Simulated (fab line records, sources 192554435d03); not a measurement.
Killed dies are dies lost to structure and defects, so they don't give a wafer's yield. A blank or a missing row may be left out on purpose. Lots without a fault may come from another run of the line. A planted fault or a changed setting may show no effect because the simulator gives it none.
Chamber matching | flow n5_finfet | N5_DUMMY_GATE_ETCH_32 on rie_si-04: 4 sister chambers
The step etches SiO2 in CF4, target depth 3.5 nm, time 3.9 s. 4 wafers are shown with their chamber, then 11 later ones without.

WAFERS WITH THEIR CHAMBER
wafer  | chamber | throttle_valve_pct (%)
L078.6 | 2       | 21.5
L085.1 | 3       | 21.8
L085.6 | 1       | 21.1
L090.2 | 0       | 22.0

WAFERS WITHOUT THEIR CHAMBER
wafer  | throttle_valve_pct (%)
L090.4 | 21.2
L090.6 | 21.7
L091.2 | 21.8
L091.5 | 21.8
L091.6 | 21.4
L093.2 | 21.5
L093.4 | 21.1
L093.6 | 22.0
L094.1 | 21.8
L094.3 | 21.5
L094.4 | 22.0

WHICH CHAMBER EACH WENT THROUGH
wafer  | from the rows above     | in truth
L090.4 | 1                       | 1
L090.6 | can't be placed: 3 or 2 | 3
L091.2 | 3                       | 3
L091.5 | 3                       | 3
L091.6 | 2                       | 2
L093.2 | 2                       | 2
L093.4 | 1                       | 1
L093.6 | 0                       | 0
L094.1 | 3                       | 3
L094.3 | 2                       | 2
L094.4 | 0                       | 0
Placed correctly: 10 of 11. Can't be placed from these rows: 1 (the true chamber is among the candidates in 1). Placed wrongly: 0.
How it was worked out, from the rows above alone: a wafer's distance from a chamber is the root of the sum, over the readings, of the square of ((its reading less the chamber's mean) divided by the reading's scatter). The wafer belongs to the nearest chamber; if the next one is less than 2 further off, it can't be placed. A chamber's mean is the mean of its shown wafers. The scatter: with one shown wafer a chamber, the root of the mean of the squares of how far each hidden wafer lies from its nearest shown one.
